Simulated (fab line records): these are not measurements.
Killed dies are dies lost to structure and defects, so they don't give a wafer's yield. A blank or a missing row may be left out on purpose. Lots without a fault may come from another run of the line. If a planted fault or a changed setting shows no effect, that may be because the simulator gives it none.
Comparing a struck lot with a sound one -- flow nand_harc -- 14 out of 1159 route steps
Sound: wafers L823.2, L823.3, L823.4. Struck: wafers L825.1, L825.4. (L825.6 of the same lot was not struck and is left out.) The cause comes at the end.
At each step with rows: each side's tool, then ch and its chambers, then its first start. Under that, the readings that differ: sound wafers -- struck wafers -- difference of the means -- sigmas: that difference in standard deviations of wafers without a fault.
alike: readings with means less than 2 such deviations apart, plus words and numbers identical on both sides. not compared: withheld readings, readings lacking a value on some wafer, bounds such as >300 that could conceal the same value, and numbers that have no deviation in the record and whose values overlap.
The two part at a step that has a row with sigmas, a row that says differs or no value, or rows on one side only. Non-overlapping numbers with no deviation appear without sigmas and do not part them. A reading that every wafer of one side lacks parts them only if that side has two wafers or more.

NHARC_P_START_INSPECT_01:
  struck on defect_inspect-02, day 3 12:02; sound on defect_inspect-02, day 3 00:02
  alike: raw_defect_count
then, 10 steps without rows for these wafers: NHARC_P_ZERO_WELL_PRECLEAN_00 (cleans in SPM, time 600 s); NHARC_P_ZERO_WELL_SRD_01; NHARC_P_ZERO_WELL_PECVD_02 (deposits SiO2, target thk 10 nm); NHARC_P_ZERO_WELL_DEHYDRATE_03 (time 120 s); NHARC_P_ZERO_WELL_HMDS_04 (time 30 s); NHARC_P_ZERO_WELL_COAT_64 (time 65 s); NHARC_P_ZERO_WELL_COAT_05 (resist thk 600 nm); NHARC_P_ZERO_WELL_SOFTBAKE_06 (time 70 s); NHARC_P_ZERO_WELL_EBR_07; NHARC_P_ZERO_WELL_EXPOSE_08 (exposes mask P ZERO, target cd 500 nm).
NHARC_P_ZERO_WELL_PEB_09: peb time 80 s.
  sound on litho_track-03 ch 0, day 3 01:10; struck on litho_track-03 ch 0, day 3 13:09
reading,sound,struck,difference,sigmas
heater_power_total_W (W),189.0 190.5 189.9,195.8 193.8,+5.0,+7
  alike: chill_plate_temp_C
then, 1 step without rows for these wafers: NHARC_P_ZERO_WELL_DEVELOP_10 (time 50 s).
-- the record jumps here: 18 days lie between the struck wafers' starts before and after (it left off in module P_ZERO_WELL and takes up again in module END, whose first step shown is number 1159 of the route) --
NHARC_END_SORT_01:
  sound on prober-02 ch 0, day 21 13:44; struck on prober-01 ch 0, day 21 05:08
reading,sound,struck,difference,sigmas
killed_at_periphery,2 4 1,11 8,+7,+3
  alike: killed_at_array, killed_at_other, killed_dies, killed_open, killed_short

## WHERE THEY PART
At NHARC_P_ZERO_WELL_PEB_09 first; at NHARC_END_SORT_01 last (within this record only).

WHY: what the simulator had put in
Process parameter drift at NHARC_P_ZERO_WELL_PEB_09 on litho_track-03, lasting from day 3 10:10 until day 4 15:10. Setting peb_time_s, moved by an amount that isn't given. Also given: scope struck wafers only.
